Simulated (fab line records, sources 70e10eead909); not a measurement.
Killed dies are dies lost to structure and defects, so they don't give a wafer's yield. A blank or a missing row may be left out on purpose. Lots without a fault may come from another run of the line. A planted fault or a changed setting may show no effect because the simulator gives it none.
Which tool did it? | flow nand_harc | 6 lots, 18 wafers sampled, at 2 steps of a route of 1159

WHAT THE GAUGES READ, wafer by wafer
NHARC_P_GATE_CD_MEAS_46: target cd 720 nm.
lot  | measured     | on        | cd_nm (nm)
L766 | day 5 01:45  | cd_sem-03 | 721.0 721.8 720.9
L770 | day 6 07:10  | cd_sem-03 | 719.6 720.6 720.7
L772 | day 7 02:52  | cd_sem-02 | 720.7 721.8 719.1
L775 | day 7 21:50  | cd_sem-02 | 719.3 720.2 720.0
L779 | day 8 23:00  | cd_sem-01 | 720.6 721.0 721.3
L788 | day 10 22:10 | cd_sem-02 | 719.0 721.0 721.1

WHICH TOOL RAN EACH LOT (tool, then ch and the chambers of the sampled wafers, then the start)
lot  | NHARC_P_GATE_EXPOSE_43
L766 | krf_scanner-02 ch 0, day 5 01:36
L770 | krf_scanner-02 ch 0, day 6 07:01
L772 | krf_scanner-02 ch 0, day 7 02:41
L775 | krf_scanner-03 ch 0, day 7 21:41
L779 | krf_scanner-02 ch 0, day 8 22:50
L788 | krf_scanner-02 ch 0, day 10 22:01
- NHARC_P_GATE_EXPOSE_43: exposes mask P NSD, target cd 720 nm.

THE ANSWER, worked out from the rows above alone
Rule: what is usual is taken from the lots themselves. Put in order of their means at a reading, lots are off if they are a third of the lots or fewer, leave a main group of 4 or more, and stand apart from it by a gap of 3 or more times the standard deviation of the main group's means; of several such gaps the widest counts. A main group whose means are all the same, to the digits that the tables above print for the reading, isn't used. A lot without any number at a reading at which 4 lots or more have one is off too. The other lots that the step has rows for count as sound.
No lot is off at any reading shown: from this, nothing can be told.

WHAT THE SIMULATOR HAD PUT IN
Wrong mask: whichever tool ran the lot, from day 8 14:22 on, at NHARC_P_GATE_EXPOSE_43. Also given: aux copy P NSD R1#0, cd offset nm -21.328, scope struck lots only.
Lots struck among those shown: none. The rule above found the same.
